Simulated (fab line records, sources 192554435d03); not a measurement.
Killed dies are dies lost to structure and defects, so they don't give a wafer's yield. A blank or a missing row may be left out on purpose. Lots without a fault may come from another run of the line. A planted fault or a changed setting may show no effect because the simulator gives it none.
Chamber matching | flow n5_finfet | N5_BEOL_M13_ETCH_68 on rie_diel-06: 4 sister chambers
The step etches SOC in N2/H2, time 355 s. 20 wafers are shown with their chamber, then 10 later ones without.

WAFERS WITH THEIR CHAMBER
wafer  | chamber | drypump_motor_current_A (A) | showerhead_plenum_p_Torr (Torr) | throttle_valve_pct (%)
L076.1 | 2       | 5.4                         | 2.67                            | 17.67
L076.2 | 0       | 5.7                         | 2.59                            | 17.47
L076.4 | 0       | 5.6                         | 2.59                            | 17.47
L077.1 | 0       | 5.6                         | 2.59                            | 17.49
L077.2 | 3       | 5.9                         | 2.32                            | 17.40
L077.5 | 2       | 5.4                         | 2.66                            | 17.67
L081.2 | 2       | 5.4                         | 2.66                            | 17.67
L081.3 | 1       | 4.7                         | 2.48                            | 17.30
L081.6 | 1       | 4.7                         | 2.48                            | 17.31
L082.1 | 2       | 5.4                         | 2.66                            | 17.68
L082.2 | 1       | 4.7                         | 2.48                            | 17.30
L082.6 | 0       | 5.7                         | 2.59                            | 17.49
L085.1 | 3       | 5.9                         | 2.32                            | 17.42
L085.3 | 0       | 5.6                         | 2.59                            | 17.51
L085.5 | 0       | 5.6                         | 2.58                            | 17.52
L089.3 | 3       | 5.9                         | 2.31                            | 17.43
L089.4 | 0       | 5.7                         | 2.58                            | 17.52
L089.6 | 1       | 4.7                         | 2.48                            | 17.31
L090.4 | 1       | 4.7                         | 2.48                            | 17.33
L090.5 | 2       | 5.4                         | 2.65                            | 17.71

SIGNATURES (means of the wafers above)
reading                  | chamber 0 | chamber 1 | chamber 2 | chamber 3 | scatter within a chamber
drypump_motor_current_A  | 5.643     | 4.700     | 5.400     | 5.900     | 0.0327
showerhead_plenum_p_Torr | 2.5871    | 2.4800    | 2.6600    | 2.3167    | 0.00506
throttle_valve_pct       | 17.4957   | 17.3100   | 17.6800   | 17.4167   | 0.0177
Rule: a wafer's distance from a chamber is the root of the sum, over the readings, of the square of ((its reading less the chamber's mean) divided by the reading's scatter). The wafer belongs to the nearest chamber; if the next one is less than 2 further off, it can't be placed. The scatter: the root of (the sum of the squares of (reading less its chamber's mean) over the shown wafers, divided by (wafers less chambers)).

WAFERS WITHOUT THEIR CHAMBER
wafer  | drypump_motor_current_A (A) | showerhead_plenum_p_Torr (Torr) | throttle_valve_pct (%)
L090.6 | 5.7                         | 2.58                            | 17.53
L092.2 | 5.9                         | 2.31                            | 17.43
L092.4 | 5.6                         | 2.58                            | 17.53
L092.5 | 5.9                         | 2.31                            | 17.43
L094.2 | 4.7                         | 2.47                            | 17.35
L094.4 | 5.9                         | 2.31                            | 17.45
L094.6 | 5.4                         | 2.65                            | 17.71
L095.1 | 4.7                         | 2.47                            | 17.34
L095.3 | 5.9                         | 2.31                            | 17.44
L095.5 | 5.7                         | 2.58                            | 17.56

WHICH CHAMBER EACH WENT THROUGH
wafer  | from the rows above | in truth
L090.6 | 0                   | 0
L092.2 | 3                   | 3
L092.4 | 0                   | 0
L092.5 | 3                   | 3
L094.2 | 1                   | 1
L094.4 | 3                   | 3
L094.6 | 2                   | 2
L095.1 | 1                   | 1
L095.3 | 3                   | 3
L095.5 | 0                   | 0
Placed correctly: 10 of 10. Can't be placed from these rows: 0. Placed wrongly: 0.
